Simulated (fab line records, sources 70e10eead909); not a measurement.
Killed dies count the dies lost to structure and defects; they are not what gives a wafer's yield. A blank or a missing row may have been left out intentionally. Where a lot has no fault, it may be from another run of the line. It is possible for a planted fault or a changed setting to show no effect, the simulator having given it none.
Which tool did it? | flow nand-harc | 12 lots, 36 wafers sampled, at 1 step of a route of 1302

WHAT EACH GAUGE READ, for each wafer
NHARC_P_STI_CD_MEAS_09 targets a cd of 200 nm.
lot  | measured     | on        | cd-nm (nm)
L075 | day 3 05:42  | cd-sem-03 | 201 197 200
L077 | day 4 02:44  | cd-sem-03 | 206 208 204
L079 | day 5 00:12  | cd-sem-03 | 204 201 208
L081 | day 5 21:58  | cd-sem-02 | 202 201 201
L083 | day 6 14:32  | cd-sem-02 | 206 206 198
L085 | day 7 10:07  | cd-sem-01 | 202 206 206
L087 | day 8 05:58  | cd-sem-01 | 209 203 205
L089 | day 9 01:22  | cd-sem-02 | 201 196 202
L091 | day 9 20:51  | cd-sem-03 | 209 200 195
L093 | day 10 20:04 | cd-sem-02 | 197 201 200
L095 | day 11 15:11 | cd-sem-02 | 198 195 197
L097 | day 12 13:31 | cd-sem-03 | 202 205 206

EACH LOT AND THE TOOL THAT RAN IT (in order: tool; ch and the chambers of the sampled wafers; start)
Record: no process step prior to these readings.

THE ANSWER, worked out from the rows above alone
Rule: what is usual is taken from the lots themselves. The widest of any qualifying gaps counts: lots, ordered by their means at a reading, are off when they make up no more than a third of the lots, leave a main group of 4 or more, and stand apart from it by 3 or more times the standard deviation of that group's means. A main group is skipped when, at the precision printed for the reading in the tables above, its means are all equal. A lot without any number at a reading at which 4 lots or more have one is off too. All remaining lots with rows at the step are treated as sound.
No lot is off on any of the readings shown, so nothing can be concluded from this.

WHAT THE SIMULATOR HAD PUT IN
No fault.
